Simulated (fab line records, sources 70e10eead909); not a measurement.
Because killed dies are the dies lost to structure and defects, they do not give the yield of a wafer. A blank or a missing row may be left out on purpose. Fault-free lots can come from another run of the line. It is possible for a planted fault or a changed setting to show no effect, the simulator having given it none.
Which tool is to blame?	flow nand_harc	24 lots with 72 wafers sampled at 6 steps, on a route of 1302 steps

## WHAT EACH GAUGE READ, for each wafer
The record lacks any reading of a measuring or inspecting step that a usual standard deviation could be used to judge.

## WHAT TOOL EACH LOT RAN ON (gives the tool, then ch and the chambers of the sampled wafers, and finally the start)
lot	NHARC_A_BLC_STRIP_21	NHARC_A_BLC_ALD_23	NHARC_A_M0_ETCH_15	NHARC_A_M1_STRIP_18	NHARC_A_M1_DEGAS_29	NHARC_A_M1_PVD_20
L074	rie_diel-12 ch 1,3, day 21 17:44	ald_metal-02 ch 1,3, day 21 18:25	rie_diel-03 ch 1,2,3, day 22 00:49 or earlier	rie_diel-11 ch 0,1,2, day 22 00:49	pvd_sputter-02, day 22 01:30	pvd_sputter-02, no start
L075	rie_diel-09 ch 0,1,2, day 22 00:30	ald_metal-03 ch 0,1, day 22 01:08	rie_diel-04 ch 0,1, day 22 07:51 or earlier	rie_diel-11 ch 0,2,3, day 22 07:51	pvd_sputter-03, day 22 08:27	pvd_sputter-03, no start
L076	rie_diel-08 ch 2,3, day 22 15:58	ald_metal-03 ch 2,3, day 22 16:38	rie_diel-04 ch 0,1,2, day 22 23:20 or earlier	rie_diel-10 ch 1,2, day 22 23:20	pvd_sputter-02, day 22 23:58	pvd_sputter-02, no start
L078	rie_diel-12 ch 1,2, day 22 17:12	ald_metal-01 ch 1,3, day 22 17:53	rie_diel-04 ch 0,1,3, day 23 00:31 or earlier	rie_diel-10 ch 2,3, day 23 00:31	pvd_sputter-03, day 23 01:10	pvd_sputter-03, no start
L077	rie_diel-08 ch 0,2,3, day 23 21:04	ald_metal-02 ch 0,2,3, day 23 21:57	rie_diel-03 ch 1,2, day 24 05:27 or earlier	rie_diel-06 ch 0,2,3, day 24 05:27	pvd_sputter-01, day 24 06:04	pvd_sputter-01, no start
L080	rie_diel-12 ch 1,3, day 24 01:55	ald_metal-03 ch 0,3, day 24 02:34	rie_diel-04 ch 0,1, day 24 09:05 or earlier	rie_diel-11 ch 0,2, day 24 09:05	pvd_sputter-02, day 24 09:45	pvd_sputter-02, no start
L079	rie_diel-12 ch 1,3, day 24 02:16	ald_metal-01 ch 0,2, day 24 02:55	rie_diel-04 ch 0,2,3, day 24 09:38 or earlier	rie_diel-10 ch 1,3, day 24 09:38	pvd_sputter-03, day 24 10:15	pvd_sputter-03, no start
L081	rie_diel-09 ch 1,2,3, day 25 03:24	ald_metal-03 ch 0,1,2, day 25 04:06	rie_diel-05 ch 0,1,3, day 25 10:47 or earlier	rie_diel-06 ch 1,2,3, day 25 10:47	pvd_sputter-03, day 25 11:26	pvd_sputter-03, no start
L082	rie_diel-09 ch 0,1,2, day 25 09:15	ald_metal-03 ch 1,2,3, day 25 09:55	rie_diel-05 ch 0,1,2, day 25 16:35 or earlier	rie_diel-10 ch 0,1,2, day 25 16:35	pvd_sputter-01, day 25 17:14	pvd_sputter-01, no start
L083	rie_diel-12 ch 0,1, day 25 19:32	ald_metal-02 ch 1,2,3, day 25 20:14	rie_diel-05 ch 1,2,3, day 26 02:46 or earlier	rie_diel-11 ch 1,2,3, day 26 02:46	pvd_sputter-02, day 26 03:22	pvd_sputter-02, no start
L084	rie_diel-08 ch 0,2,3, day 26 00:04	ald_metal-02 ch 1,2,3, day 26 00:44	rie_diel-05 ch 1,2,3, day 26 07:46 or earlier	rie_diel-11 ch 0,1,2, day 26 07:46	pvd_sputter-01, day 26 08:22	pvd_sputter-01, no start
L085	rie_diel-09 ch 0,1, day 26 03:47	ald_metal-01 ch 1,2, day 26 04:28	rie_diel-04 ch 0,1,2, day 26 11:12 or earlier	rie_diel-06 ch 0,1,3, day 26 11:12	pvd_sputter-02, day 26 11:48	pvd_sputter-02, no start
L086	rie_diel-09 ch 2,3, day 26 20:20	ald_metal-02 ch 2,3, day 26 21:02	rie_diel-04 ch 1,3, day 27 03:30 or earlier	rie_diel-06 ch 0,1,3, day 27 03:30	pvd_sputter-03, day 27 04:08	pvd_sputter-03, no start
L087	rie_diel-12 ch 0,2,3, day 26 22:25	ald_metal-01 ch 0,1,3, day 26 23:05	rie_diel-05 ch 1,2,3, day 27 05:36 or earlier	rie_diel-11 ch 1,2,3, day 27 05:36	pvd_sputter-02, day 27 06:16	pvd_sputter-02, no start
L088	rie_diel-12 ch 0,2,3, day 27 04:02	ald_metal-02 ch 0,3, day 27 04:41	rie_diel-05 ch 2,3, day 27 11:15 or earlier	rie_diel-11 ch 0,3, day 27 11:15	pvd_sputter-03, day 27 11:54	pvd_sputter-03, no start
L089	rie_diel-12 ch 1,3, day 27 06:11	ald_metal-03 ch 0,1, day 27 06:52	rie_diel-03 ch 1,3, day 27 13:39 or earlier	rie_diel-11 ch 0,2,3, day 27 13:39	pvd_sputter-02, day 27 14:18	pvd_sputter-02, no start
L090	rie_diel-09 ch 0,1, day 27 13:15	ald_metal-03 ch 2,3, day 27 13:55	rie_diel-03 ch 0,2, day 27 20:20 or earlier	rie_diel-11 ch 0,2,3, day 27 20:20	pvd_sputter-01, day 27 20:58	pvd_sputter-01, no start
L092	rie_diel-09 ch 1,2, day 28 20:59	ald_metal-01 ch 0,2,3, day 28 21:41	rie_diel-05 ch 0,1,2, day 29 04:16 or earlier	rie_diel-10 ch 1,2,3, day 29 04:16	pvd_sputter-03, day 29 04:50	pvd_sputter-03, no start
L091	rie_diel-09 ch 0,3, day 28 23:17	ald_metal-02 ch 1,2,3, day 28 23:59	rie_diel-04 ch 0,2,3, day 29 06:41 or earlier	rie_diel-10 ch 2,3, day 29 06:41	pvd_sputter-01, day 29 07:20	pvd_sputter-01, no start
L094	rie_diel-12 ch 0,2,3, day 30 01:58	ald_metal-02 ch 1,2, day 30 02:38	rie_diel-05 ch 0,2,3, day 30 09:13 or earlier	rie_diel-10 ch 0,2,3, day 30 09:13	pvd_sputter-02, day 30 09:47	pvd_sputter-02, no start
L093	rie_diel-12 ch 0,1,3, day 30 03:22	ald_metal-03 ch 1,2,3, day 30 04:02	rie_diel-03 ch 0,1,3, day 30 10:33 or earlier	rie_diel-11 ch 0,1,3, day 30 10:33	pvd_sputter-02, day 30 11:12	pvd_sputter-02, no start
L096	rie_diel-09 ch 0,1,2, day 30 15:10	ald_metal-01 ch 0,1,2, day 30 15:49	rie_diel-05 ch 1,2,3, day 30 23:09 or earlier	rie_diel-10 ch 1,2,3, day 30 23:09	pvd_sputter-03, day 30 23:47	pvd_sputter-03, no start
L095	rie_diel-09 ch 0,1,3, day 30 19:59	ald_metal-03 ch 0,1,3, day 30 20:39	rie_diel-04 ch 0,2, day 31 03:25 or earlier	rie_diel-11 ch 0,2,3, day 31 03:25	pvd_sputter-01, day 31 04:02	pvd_sputter-01, no start
L097	rie_diel-12 ch 0,1,3, day 31 01:55	ald_metal-01 ch 1,2,3, day 31 02:35	rie_diel-05 ch 0,1,2, day 31 09:23 or earlier	rie_diel-06 ch 1,2,3, day 31 09:23	pvd_sputter-03, day 31 10:00	pvd_sputter-03, no start
- NHARC_A_BLC_STRIP_21: strips in O2.
- NHARC_A_BLC_ALD_23: deposits TiN, target thk 3 nm, pulse time 1 s, ald cycles 150.
- NHARC_A_M0_ETCH_15: etches the open film in C4F8/Ar, target depth 150 nm, overetch 15 nm, time 82.5 s.
- NHARC_A_M1_STRIP_18: strips in N2/H2.
- NHARC_A_M1_DEGAS_29: time 60 s.
- NHARC_A_M1_PVD_20: deposits TaN, target thk 5 nm, time 8.06 s.

## AS READ BY THE TOOLS THEMSELVES (means over the sampled wafers that have a number; for cases with no such wafer, the mark the record gives instead)
NHARC_A_BLC_STRIP_21. Usual: drypump_motor_current_A 5.9 A, standard deviation 0.37; oes_product_au 0.994 a.u., standard deviation 0.01; rf_vpp_V 58.0 V, standard deviation 0.9; showerhead_plenum_p_Torr 3.60 Torr, standard deviation 0.12; throttle_valve_pct 17.038 %, standard deviation 0.0094.
lot	tool	drypump_motor_current_A (A)	oes_product_au (a.u.)	rf_vpp_V (V)	showerhead_plenum_p_Torr (Torr)	throttle_valve_pct (%)	flag
L074	rie_diel-12	5.8	0.995	58.2	3.68	17.044	
L075	rie_diel-09	6.0	0.990	58.2	3.66	17.044	
L076	rie_diel-08	5.9	1.006	57.4	3.36	17.046	
L078	rie_diel-12	5.7	1.004	57.6	3.71	17.036	
L077	rie_diel-08	5.6	1.003	57.4	3.42	17.034	
L080	rie_diel-12	5.8	0.987	57.8	3.68	17.044	
L079	rie_diel-12	5.6	0.996	58.3	3.69	17.042	
L081	rie_diel-09	6.3	0.986	58.1	3.63	17.038	
L082	rie_diel-09	6.0	0.982	58.6	3.66	17.039	
L083	rie_diel-12	5.6	0.990	58.0	3.54	17.028	
L084	rie_diel-08	5.6	0.994	57.3	3.42	17.042	
L085	rie_diel-09	6.1	0.984	58.1	3.64	17.040	
L086	rie_diel-09	6.1	0.987	58.6	3.65	17.031	
L087	rie_diel-12	5.8	0.995	57.5	3.62	17.039	
L088	rie_diel-12	5.7	0.985	57.6	3.62	17.030	
L089	rie_diel-12	5.6	0.991	58.1	3.69	17.027	
L090	rie_diel-09	6.1	0.984	57.7	3.61	17.035	
L092	rie_diel-09	6.1	0.992	59.0	3.69	17.043	
L091	rie_diel-09	6.3	1.009	58.6	3.55	17.033	
L094	rie_diel-12	5.8	1.004	58.2	3.62	17.035	
L093	rie_diel-12	5.7	0.996	58.2	3.61	17.032	
L096	rie_diel-09	6.0	0.987	57.7	3.65	17.053	
L095	rie_diel-09	6.3	1.000	58.7	3.58	17.039	
L097	rie_diel-12	5.7	1.007	57.5	3.61	17.034	

NHARC_A_BLC_ALD_23. Usual: heater_power_w 1105 W, standard deviation 100; precursor_pulse_height_rel 0.999, standard deviation 0.019.
lot	tool	heater_power_w (W)	precursor_pulse_height_rel	flag
L074	ald_metal-02	1051	0.995	
L075	ald_metal-03	1105	0.984	
L076	ald_metal-03	1033	0.990	
L078	ald_metal-01	1037	0.998	
L077	ald_metal-02	1129	0.991	
L080	ald_metal-03	1027	0.993	
L079	ald_metal-01	1115	1.016	
L081	ald_metal-03	1145	0.986	
L082	ald_metal-03	1113	0.980	
L083	ald_metal-02	1122	1.016	
L084	ald_metal-02	1131	1.009	
L085	ald_metal-01	1149	0.984	
L086	ald_metal-02	1203	1.007	
L087	ald_metal-01	1134	0.977	
L088	ald_metal-02	1091	0.996	
L089	ald_metal-03	1132	1.004	
L090	ald_metal-03	1057	0.984	
L092	ald_metal-01	1100	0.994	
L091	ald_metal-02	1137	1.022	
L094	ald_metal-02	1248	1.006	
L093	ald_metal-03	1136	1.021	
L096	ald_metal-01	1146	0.993	
L095	ald_metal-03	1084	1.001	
L097	ald_metal-01	1062	1.009	

NHARC_A_M0_ETCH_15. Usual: oes_product_au 0.956 a.u., standard deviation 0.02; rf_vpp_V 440.7 V, standard deviation 2.3.
lot	tool	oes_product_au (a.u.)	rf_vpp_V (V)	flag
L074	rie_diel-03	0.964	441.6	
L075	rie_diel-04	0.959	440.0	
L076	rie_diel-04	0.971	438.9	
L078	rie_diel-04	0.969	439.1	
L077	rie_diel-03	0.921	442.8	
L080	rie_diel-04	0.974	440.7	
L079	rie_diel-04	0.970	439.1	
L081	rie_diel-05	0.976	441.2	
L082	rie_diel-05	0.969	441.1	
L083	rie_diel-05	0.953	442.7	
L084	rie_diel-05	0.969	442.6	
L085	rie_diel-04	0.924	439.1	
L086	rie_diel-04	0.962	439.1	
L087	rie_diel-05	0.972	442.3	
L088	rie_diel-05	0.981	442.4	
L089	rie_diel-03	0.972	441.3	
L090	rie_diel-03	0.954	443.3	
L092	rie_diel-05	0.947	440.5	
L091	rie_diel-04	0.975	438.8	
L094	rie_diel-05	0.964	441.4	
L093	rie_diel-03	0.925	441.7	
L096	rie_diel-05	0.926	442.5	
L095	rie_diel-04	0.929	439.8	
L097	rie_diel-05	0.967	441.4	

NHARC_A_M1_STRIP_18. Usual: drypump_motor_current_A 5.6 A, standard deviation 0.62; oes_product_au 0.997 a.u., standard deviation 0.0096; rf_vpp_V 90.5 V, standard deviation 0.94; showerhead_plenum_p_Torr 2.02 Torr, standard deviation 0.099; throttle_valve_pct 14.171 %, standard deviation 0.0097.
lot	tool	drypump_motor_current_A (A)	oes_product_au (a.u.)	rf_vpp_V (V)	showerhead_plenum_p_Torr (Torr)	throttle_valve_pct (%)	flag
L074	rie_diel-11	5.3	1.003	90.1	2.06	14.172	
L075	rie_diel-11	4.9	0.995	90.8	1.99	14.176	
L076	rie_diel-10	6.0	1.008	89.9	2.06	14.171	
L078	rie_diel-10	5.9	0.996	90.1	2.01	14.176	
L077	rie_diel-06	5.5	1.008	89.6	2.01	14.163	
L080	rie_diel-11	4.9	0.998	90.3	1.99	14.171	
L079	rie_diel-10	6.3	0.992	91.3	2.10	14.179	
L081	rie_diel-06	5.6	0.997	89.6	2.04	14.175	
L082	rie_diel-10	6.1	1.003	90.3	2.02	14.172	
L083	rie_diel-11	5.1	0.999	90.0	1.97	14.170	
L084	rie_diel-11	5.3	1.004	91.0	2.06	14.167	
L085	rie_diel-06	5.5	0.992	90.1	1.98	14.173	
L086	rie_diel-06	5.5	0.998	89.0	1.98	14.176	
L087	rie_diel-11	5.1	0.995	90.0	1.97	14.171	
L088	rie_diel-11	5.2	1.001	90.8	2.08	14.171	
L089	rie_diel-11	4.9	0.994	91.0	1.99	14.173	
L090	rie_diel-11	4.9	0.992	90.9	1.99	14.175	
L092	rie_diel-10	6.0	0.994	90.8	2.03	14.168	
L091	rie_diel-10	5.9	0.989	91.2	2.01	14.164	
L094	rie_diel-10	6.0	0.995	91.1	1.99	14.170	
L093	rie_diel-11	5.3	0.990	90.9	2.05	14.171	
L096	rie_diel-10	6.0	0.994	90.9	2.03	14.176	
L095	rie_diel-11	4.9	0.999	90.6	1.99	14.162	
L097	rie_diel-06	5.6	1.005	91.2	2.03	14.176	

NHARC_A_M1_DEGAS_29. Usual: 320 W for heater_power_w, sd 35.
lot	tool	heater_power_w (W)	flag
L074	pvd_sputter-02	330	
L075	pvd_sputter-03	325	
L076	pvd_sputter-02	323	
L078	pvd_sputter-03	298	
L077	pvd_sputter-01	290	
L080	pvd_sputter-02	351	
L079	pvd_sputter-03	312	
L081	pvd_sputter-03	301	
L082	pvd_sputter-01	309	
L083	pvd_sputter-02	322	
L084	pvd_sputter-01	295	
L085	pvd_sputter-02	378	
L086	pvd_sputter-03	317	
L087	pvd_sputter-02	358	
L088	pvd_sputter-03	315	
L089	pvd_sputter-02	339	
L090	pvd_sputter-01	296	
L092	pvd_sputter-03	300	
L091	pvd_sputter-01	297	
L094	pvd_sputter-02	380	
L093	pvd_sputter-02	359	
L096	pvd_sputter-03	318	
L095	pvd_sputter-01	278	
L097	pvd_sputter-03	303	

NHARC_A_M1_PVD_20. Usual: cathode_dc_power_W 15000 W, standard deviation 2.8; throttle_valve_pct 30.4 %, standard deviation 0.96.
lot	tool	cathode_dc_power_W (W)	throttle_valve_pct (%)	flag
L074	pvd_sputter-02	14998	29.9	
L075	pvd_sputter-03	14997	29.9	
L076	pvd_sputter-02	15002	29.5	
L078	pvd_sputter-03	15002	29.7	
L077	pvd_sputter-01	14999	31.4	
L080	pvd_sputter-02	15000	29.8	
L079	pvd_sputter-03	15001	29.7	
L081	pvd_sputter-03	15000	30.2	
L082	pvd_sputter-01	14999	30.9	
L083	pvd_sputter-02	15001	29.6	
L084	pvd_sputter-01	15001	30.9	
L085	pvd_sputter-02	14997	29.6	
L086	pvd_sputter-03	15001	31.2	
L087	pvd_sputter-02	14998	29.9	
L088	pvd_sputter-03	15000	31.4	
L089	pvd_sputter-02	14997	30.3	
L090	pvd_sputter-01	15001	30.1	
L092	pvd_sputter-03	14998	30.6	
L091	pvd_sputter-01	15002	31.3	
L094	pvd_sputter-02	14998	30.2	
L093	pvd_sputter-02	15001	30.1	
L096	pvd_sputter-03	14998	30.4	
L095	pvd_sputter-01	15000	30.4	
L097	pvd_sputter-03	14998	30.9	

## THE ANSWER, worked out from the rows above alone
Rule: a lot counts as off when the mean over its wafers that have a number is more than 3 standard deviations away from the usual mean. A lot without any number at a reading at which 4 lots or more have one is off too. All remaining lots with rows at the step are treated as sound. After the gauges, taken in route order, come the tools' own readings; for these a lot's mean is taken, as printed above. At the first step where some lot is off, the reading lying furthest off is the one used; lots without a number count as furthest.
None of the lots is off at any reading shown; this tells nothing.

## WHAT WAS PUT IN BY THE SIMULATOR
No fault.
